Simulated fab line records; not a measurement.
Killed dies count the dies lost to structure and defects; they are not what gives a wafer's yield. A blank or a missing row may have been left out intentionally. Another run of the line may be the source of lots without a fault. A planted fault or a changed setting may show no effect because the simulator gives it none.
fab line records ; flow nandHarc
record lots=6; wafers=18; lastDay=24
route steps=1159 shown A_SGD_CUT@765 END@1159
lots with no fault: from the same line, run without faults
startH: start of the lot's first displayed wafer, in hours after the record's first day ; waitH: how many hours have passed since the lot's step before this one ; " identical to the entry in the row above ; L1.1+2: several wafers, shown together as one row ; - no value present, or no start provided ; * or withheld: withheld ; < > ~ a bound
route shown NAME@n: names a module that has steps shown in the file, with the first one's number in the route ; usual: mean and standard deviation over wafers with no fault ; same: alike in all rows ; chamber/n: place in a boat ; sites: readings site by site ; _std_site: the standard deviation of these ; _edge_site: the outer-site mean with the inner-site mean subtracted ; radiusMm: for every site, how far away it sits from the centre of the wafer ; mask NAME#n: copy n ; behind: the tool/chamber that last shaped the wafer ; hold: cause of the lot's hold/its duration in hours/its outcome ; device: the n, p or np transistor that did not switch ; end of line: the tests these same wafers got at the end of their route ; step lacking rows: just its recipe ; killed: at the first sort, the dies lost to defects and structure; wafer yield is something else ; map: shows each die of a wafer: x if killed, . if not, _ if none is there
set.NAME: the run value of the setting; set.NAME@STEP: its run value at that earlier step ; model.NAME: the simulator's own value behind a step, which no gauge read
lots seen at some steps along the route; tables by step, rows by wafer
services: a tool's chamber out of use, with start hour (startH, from the record's first day; less than 0 if before it), hours out, and reason
## steps
# step NHARC_A_SGD_CUT_ETCH_16
# recipe targetDepthA=3105; timeS=155.2; c4f8FlowSccm=withheld; o2FlowSccm=8; arFlowSccm=withheld; rfW=600; biasW=800; chemistry=C4F8/O2/Ar
# usual oesProductAu=0.975/0.017; rfVppV=722/4.3
lot.wafer;tool;chamber;startH;waitH;oesProductAu;rfHoursCounterH;rfVppV
L267.2;rieDiel-03;1;-;-;0.967;13;720
L267.1;rieDiel-03;3;-;-;0.993;13;724
L267.3;rieDiel-03;0;-;-;0.969;14;720
L270.2;rieDiel-07;2;-;-;0.923;17;717
L270.4;rieDiel-07;1;-;-;0.933;16;729
L270.6;rieDiel-07;2;-;-;0.936;-;717
L271.3;rieDiel-04;2;-;-;1.010;6;723
L271.2;rieDiel-04;0;-;-;0.978;7;728
L271.6;rieDiel-04;3;-;-;0.984;-;729
L269.3;rieDiel-04;1;-;-;0.975;8;717
L269.4;rieDiel-04;0;-;-;0.974;-;727
L269.5;rieDiel-04;1;-;-;0.970;-;715
L275.4;rieDiel-03;1;-;-;0.976;1;719
L275.3;rieDiel-03;2;-;-;0.982;1;723
L275.5;rieDiel-03;0;-;-;0.965;-;721
L277.3;rieDiel-03;2;-;-;0.986;3;724
L277.1;rieDiel-03;3;-;-;0.987;3;722
L277.6;rieDiel-03;1;-;-;0.986;-;719
# step NHARC_A_SGD_CUT_STRIP_60
# recipe c4f8FlowSccm=withheld; o2FlowSccm=8; arFlowSccm=withheld; biasW=0; chemistry=C4F8/O2/Ar
# step NHARC_A_SGD_CUT_STRIP_17
# recipe o2FlowSccm=500; arFlowSccm=0; biasW=0; chemistry=O2
# usual chamberPressureMTorr=60.00/0.054; drypumpMotorCurrentA=5.71/0.26; oesProductAu=1.002/0.015; rfVppV=57.7/1; showerheadPlenumPTorr=3.51/0.15; throttleValvePct=17.035/0.0089
# same biasW=0
lot.wafer;tool;chamber;startH;waitH;chamberPressureMTorr;drypumpMotorCurrentA;oesProductAu;rfHoursCounterH;rfVppV;showerheadPlenumPTorr;throttleValvePct
L267.1;rieDiel-03;3;-;-;59.95;6.06;1.008;13;57.6;3.54;17.027
L267.3;rieDiel-03;0;-;-;60.02;5.40;0.986;14;57.9;3.42;17.032
L267.2;rieDiel-03;2;-;-;60.06;5.87;1.005;13;57.8;3.58;17.029
L270.2;rieDiel-07;0;-;-;59.98;5.87;0.976;16;59.1;3.29;17.051
L270.4;rieDiel-07;1;-;-;60.06;5.86;0.978;16;57.2;3.70;17.030
L270.6;rieDiel-07;3;-;-;59.92;5.52;1.000;-;58.0;3.51;17.029
L271.3;rieDiel-04;3;-;-;60.10;5.69;1.011;7;59.0;3.74;17.031
L271.2;rieDiel-04;2;-;-;60.04;5.26;1.029;6;57.1;3.49;17.039
L271.6;rieDiel-04;3;-;-;59.96;5.71;1.001;-;57.8;3.74;17.041
L269.3;rieDiel-04;2;-;-;60.02;5.25;1.036;8;57.3;3.49;17.037
L269.4;rieDiel-04;2;-;-;60.04;5.24;1.035;-;56.3;3.49;17.041
L269.5;rieDiel-04;1;-;-;60.02;5.73;0.998;-;56.3;3.30;17.042
L275.4;rieDiel-03;2;-;-;60.03;5.89;1.013;1;57.0;3.57;17.034
L275.3;rieDiel-03;3;-;-;59.97;6.07;0.996;1;58.1;3.54;17.025
L275.5;rieDiel-03;2;-;-;60.06;5.88;0.997;-;57.2;3.57;17.038
L277.3;rieDiel-03;2;-;-;60.06;5.88;1.010;3;58.4;3.57;17.052
L277.1;rieDiel-03;0;-;-;60.04;5.40;0.982;3;54.8;3.42;17.041
L277.6;rieDiel-03;1;-;-;60.08;5.99;1.002;-;56.7;3.41;17.037
# step NHARC_A_SGD_CUT_PRECLEAN_18
# recipe timeS=*; tempC=50; bathAgeMin=0; chemistry=SC1
# step NHARC_A_SGD_CUT_SRD_19
# step NHARC_A_SGD_CUT_DEP_20
# recipe targetThkA=1500; tempC=65; material=SiO2
# step NHARC_A_SGD_CUT_ANNEAL_27
# recipe tempC=450; timeS=1800
# step NHARC_A_SGD_CUT_CMP_21
# recipe targetThkNm=148.19
# usual motorCurrentA=11.9/0.98; timeToEndpointS=48/4.1
lot.wafer;tool;chamber;startH;waitH;motorCurrentA;timeToEndpointS
L267.1;cmp-01;1;363.50;0.4;12.1;53
L267.2;cmp-01;2;363.50;0.4;11.9;41
L267.3;cmp-01;3;363.50;0.4;11.0;44
L270.2;cmp-01;0;392.05;0.4;10.5;52
L270.4;cmp-01;2;392.05;0.4;12.2;44
L270.6;cmp-01;0;392.05;0.4;11.0;56
L271.2;cmp-04;1;392.05;0.4;13.2;46
L271.3;cmp-04;3;392.05;0.4;11.5;45
L271.6;cmp-04;1;392.05;0.4;13.2;48
L269.3;cmp-03;1;405.42;0.4;11.5;49
L269.4;cmp-03;3;405.42;0.4;12.4;48
L269.5;cmp-03;1;405.42;0.4;11.9;49
L275.3;cmp-03;3;413.12;0.4;11.7;47
L275.4;cmp-03;0;413.12;0.4;11.1;52
L275.5;cmp-03;1;413.12;0.4;11.6;50
L277.1;cmp-04;0;435.62;0.4;10.8;44
L277.3;cmp-04;2;435.62;0.4;13.5;46
L277.6;cmp-04;0;435.62;0.4;11.2;45
# step NHARC_A_SGD_CUT_THK_MEAS_22
# recipe thkMeasGauge=ellipsometry
# usual thkNm=147.8/1.5
lot.wafer;tool;chamber;startH;waitH;thkNm
L267.1;filmMetro-01;-;363.76;0.2;147.9
L267.2;filmMetro-01;-;363.76;0.2;148.2
L267.3;filmMetro-01;-;363.76;0.2;147.2
L270.2;filmMetro-01;-;392.28;0.2;149.9
L270.4;filmMetro-01;-;392.28;0.2;148.4
L270.6;filmMetro-01;-;392.28;0.2;148.4
L271.2;filmMetro-02;-;392.28;0.2;147.0
L271.3;filmMetro-02;-;392.28;0.2;146.1
L271.6;filmMetro-02;-;392.28;0.2;147.1
L269.3;filmMetro-01;-;405.65;0.2;149.1
L269.4;filmMetro-01;-;405.65;0.2;148.1
L269.5;filmMetro-01;-;405.65;0.2;151.1
L275.3;filmMetro-01;-;413.33;0.2;148.1
L275.4;filmMetro-01;-;413.33;0.2;148.4
L275.5;filmMetro-01;-;413.33;0.2;147.2
L277.1;filmMetro-01;-;435.85;0.2;147.6
L277.3;filmMetro-01;-;435.85;0.2;147.8
L277.6;filmMetro-01;-;435.85;0.2;145.3
# step NHARC_A_SGD_CUT_SRD_23
# step NHARC_A_SGD_CUT_ETCH_26
# recipe targetDepthA=458; chemistry=dHF; material=SiO2
# step NHARC_A_SGD_CUT_ETCHBACK_24
# recipe targetDepthA=500; overEtchFrac=0.3; timeS=92.857; ionEnergyEv=120; ch3fFlowSccm=50; o2FlowSccm=30; arFlowSccm=200; rfW=500; biasW=100; chemistry=CH3F/O2
# usual drypumpMotorCurrentA=5.71/0.26; oesProductAu=0.96/0.037; rfVppV=244.1/1.6; showerheadPlenumPTorr=2.44/0.1; throttleValvePct=20.665/0.0092
lot.wafer;tool;chamber;startH;waitH;drypumpMotorCurrentA;oesProductAu;rfHoursCounterH;rfVppV;showerheadPlenumPTorr;throttleValvePct
L267.1;rieDiel-04;0;363.99;0.2;5.64;1.01;5;245.9;2.57;20.676
L267.2;rieDiel-04;1;363.99;0.2;5.71;1.01;5;243.2;2.30;20.656
L267.3;rieDiel-04;2;363.99;0.2;5.26;1.03;5;243.3;2.43;20.673
L270.2;rieDiel-04;1;392.50;0.1;5.71;0.99;7;241.9;2.30;20.675
L270.4;rieDiel-04;1;392.50;0.1;5.70;0.99;-;242.1;2.29;20.653
L270.6;rieDiel-04;2;392.50;0.1;5.26;1.01;-;243.2;2.43;20.656
L271.2;rieDiel-07;2;392.51;0.1;6.10;0.99;17;243.9;2.32;20.674
L271.3;rieDiel-07;3;392.51;0.1;5.51;0.99;13;244.9;2.44;20.662
L271.6;rieDiel-07;3;392.51;0.1;5.50;1.00;-;242.9;2.44;20.666
L269.3;rieDiel-04;1;405.89;0.2;5.73;0.93;8;243.9;2.29;20.662
L269.4;rieDiel-04;2;405.89;0.2;5.24;0.96;8;244.4;2.43;20.678
L269.5;rieDiel-04;1;405.89;0.2;5.72;0.92;-;243.8;2.29;20.661
L275.4;rieDiel-03;0;413.58;0.2;5.37;0.91;1;243.4;2.38;20.655
L275.3;rieDiel-03;3;413.58;0.2;6.04;0.93;1;244.8;2.47;20.681
L275.5;rieDiel-03;0;413.58;0.2;5.39;0.92;-;243.3;2.38;20.685
L277.1;rieDiel-07;3;436.09;0.2;5.50;0.99;2;243.9;2.44;20.666
L277.3;rieDiel-07;0;436.09;0.2;5.87;0.97;3;243.9;2.28;20.656
L277.6;rieDiel-07;2;436.09;0.2;6.07;1.00;-;241.6;2.32;20.671
# step NHARC_A_SGD_CUT_STRIP_28
# recipe timeS=20; o2FlowSccm=500; arFlowSccm=0; biasW=0; chemistry=O2
# usual biasW=0/0; chamberPressureMTorr=60.01/0.054; drypumpMotorCurrentA=5.72/0.26; oesProductAu=1.001/0.013; rfVppV=57.7/0.91; showerheadPlenumPTorr=3.50/0.14; throttleValvePct=17.037/0.0083
lot.wafer;tool;chamber;startH;waitH;biasW;chamberPressureMTorr;drypumpMotorCurrentA;oesProductAu;rfHoursCounterH;rfVppV;showerheadPlenumPTorr;throttleValvePct
L267.2;rieDiel-04;2;364.16;-;0;60.02;5.28;1.026;5;58.8;3.49;17.037
L267.3;rieDiel-04;3;364.16;-;0;60.02;5.70;1.014;5;57.2;3.74;17.038
L267.1;rieDiel-04;0;364.16;-;0;60.00;5.64;0.997;5;58.1;3.68;17.033
L271.3;rieDiel-07;3;392.65;-;-;-;-;-;-;-;-;-
L271.2;rieDiel-07;0;392.65;-;-;-;-;-;-;-;-;-
L271.6;rieDiel-07;2;392.65;-;-;-;-;-;-;-;-;-
L270.2;rieDiel-04;1;392.67;0.2;-;-;-;-;-;-;-;-
L270.6;rieDiel-04;1;392.67;0.2;-;-;-;-;-;-;-;-
L270.4;rieDiel-04;0;392.67;0.2;-;-;-;-;-;-;-;-
L269.4;rieDiel-04;0;406.06;-;0;60.06;5.66;1.013;9;59.3;3.68;17.043
L269.3;rieDiel-04;1;406.06;-;0;60.00;5.72;1.010;8;55.5;3.30;17.033
L269.5;rieDiel-04;3;406.06;-;0;60.02;5.68;1.012;-;59.8;3.74;17.034
L275.4;rieDiel-03;1;413.79;-;0;59.95;5.99;0.999;1;57.3;3.41;17.052
L275.3;rieDiel-03;2;413.79;-;0;60.13;5.87;1.002;1;56.9;3.57;17.045
L275.5;rieDiel-03;0;413.79;-;0;59.85;5.40;0.977;-;56.4;3.42;17.033
L277.1;rieDiel-07;2;436.23;-;0;59.97;6.10;0.994;3;57.2;3.34;17.031
L277.3;rieDiel-07;3;436.23;-;0;59.95;5.55;0.989;2;59.0;3.51;17.046
L277.6;rieDiel-07;0;436.23;-;0;59.94;5.86;0.970;-;58.1;3.28;17.040
# step NHARC_A_SGD_CUT_INSPECT_25
# usual rawDefectCount=305/82
lot.wafer;tool;chamber;startH;waitH;rawDefectCount
L267.1;defectInspect-01;-;364.26;-;423
L267.2;defectInspect-01;-;364.26;-;360
L267.3;defectInspect-01;-;364.26;-;362
L271.2;defectInspect-01;-;392.75;-;305
L271.3;defectInspect-01;-;392.75;-;209
L271.6;defectInspect-01;-;392.75;-;326
L270.2;defectInspect-01;-;392.78;0.1;374
L270.4;defectInspect-01;-;392.78;0.1;361
L270.6;defectInspect-01;-;392.78;0.1;356
L269.3;defectInspect-02;-;406.16;-;413
L269.4;defectInspect-02;-;406.16;-;330
L269.5;defectInspect-02;-;406.16;-;473
L275.3;defectInspect-02;-;413.88;-;324
L275.4;defectInspect-02;-;413.88;-;356
L275.5;defectInspect-02;-;413.88;-;296
L277.1;defectInspect-02;-;436.32;-;295
L277.3;defectInspect-02;-;436.32;-;271
L277.6;defectInspect-02;-;436.32;-;340
# step NHARC_END_SORT_01
# recipe tempC=25
# usual killedAtArray=26/9.1; killedAtOther=0.7/0.9; killedAtPeriphery=3.6/2.8; killedDies=30/9.2; killedOpen=3.0/1.9; killedShort=2.0/1.4
# same grossDies=677
lot.wafer;tool;chamber;startH;waitH;killedAtArray;killedAtOther;killedAtPeriphery;killedDies;killedOpen;killedShort
L271.2;prober-01;0;513.17;2.8;32;2;3;37;2;1
L271.3;prober-01;0;513.97;3.1;25;1;3;29;3;2
L271.6;prober-01;0;516.36;4.0;43;2;3;48;3;5
# killed by level:class
L271.2 A_SLIT:chamberFilmFlake=14 A_CHANNEL_HOLE_D1:chamberFilmFlake=9 A_CONTACT:chamberFilmFlake=4 A_STAIRCASE:chamberFilmFlake=3 THIN_TSV:chamberFilmFlake=2 P_GATE:geometricParticle:open=1 P_M0:geometricParticle:short=1 A_M0:geometricParticle:open=1
L271.3 A_SLIT:chamberFilmFlake=14 A_STAIRCASE:chamberFilmFlake=3 A_CONTACT:chamberFilmFlake=3 A_CHANNEL_HOLE_D1:chamberFilmFlake=2 P_M0:geometricParticle:open=1 A_ONON_D1:geometricParticle:open=1 A_CHANNEL_HOLE_D1:geometricParticle:open=1 A_WL_FILL:geometricParticle:short=1
L271.6 A_SLIT:chamberFilmFlake=16 A_CHANNEL_HOLE_D1:chamberFilmFlake=8 A_STAIRCASE:chamberFilmFlake=6 A_CONTACT:chamberFilmFlake=3 A_CHANNEL_FILL_D1:geometricParticle:short=2 A_CONTACT:geometricParticle:short=2 A_WL_FILL:chamberFilmFlake=2 P_M0:geometricParticle:open=1
## services
tool;chamber;startH;hours;kind
rieDiel-04;0;346.90;-;clean
rieDiel-04;1;346.90;-;clean
rieDiel-04;2;346.90;-;clean
rieDiel-04;3;346.90;-;clean
rieDiel-04;-;350.57;0.4;repair
rieDiel-04;-;357.65;0.2;repair
cmp-03;-;358.86;4.0;pm
rieDiel-04;0;371.40;-;clean
rieDiel-04;1;371.40;-;clean
rieDiel-04;2;371.40;-;clean
rieDiel-04;3;371.40;-;clean
cmp-01;-;372.29;0.3;repair
cmp-01;-;375.50;4.0;pm
rieDiel-04;3;392.19;13.0;repair
rieDiel-03;-;392.37;9.0;pm
rieDiel-04;0;395.90;-;clean
rieDiel-04;1;395.90;-;clean
rieDiel-04;2;395.90;-;clean
cmp-04;-;401.06;4.0;pm
rieDiel-07;-;405.20;9.0;pm
cmp-01;-;418.53;2.0;repair
rieDiel-04;0;420.40;-;clean
rieDiel-04;1;420.40;-;clean
cmp-04;-;429.58;3.0;repair
## key
firstSign step=NHARC_A_SGD_CUT_STRIP_28; reading=toolRecord; direction=missing
effect none on later readings
metAt NHARC_A_SGD_CUT_STRIP_28
struckWafers L270.2,L270.4,L270.6,L271.2,L271.3,L271.6
testerLeftOut L270,L271
onsetBetween 364.16 392.65
fault kind=skippedStepWhole; tool=rieDiel-04,rieDiel-07; chamber=-; onsetH=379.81; steps=NHARC_A_SGD_CUT_STRIP_28; scope=struckLotsOnly
# testerLeftOut: of these lots the tester's yield and bins aren't shown, on N5 and GAA mostly nor the transistor test; their killed dies are dies lost to structure and defects alone, not to doping, threshold or leakage, so they don't give the yield
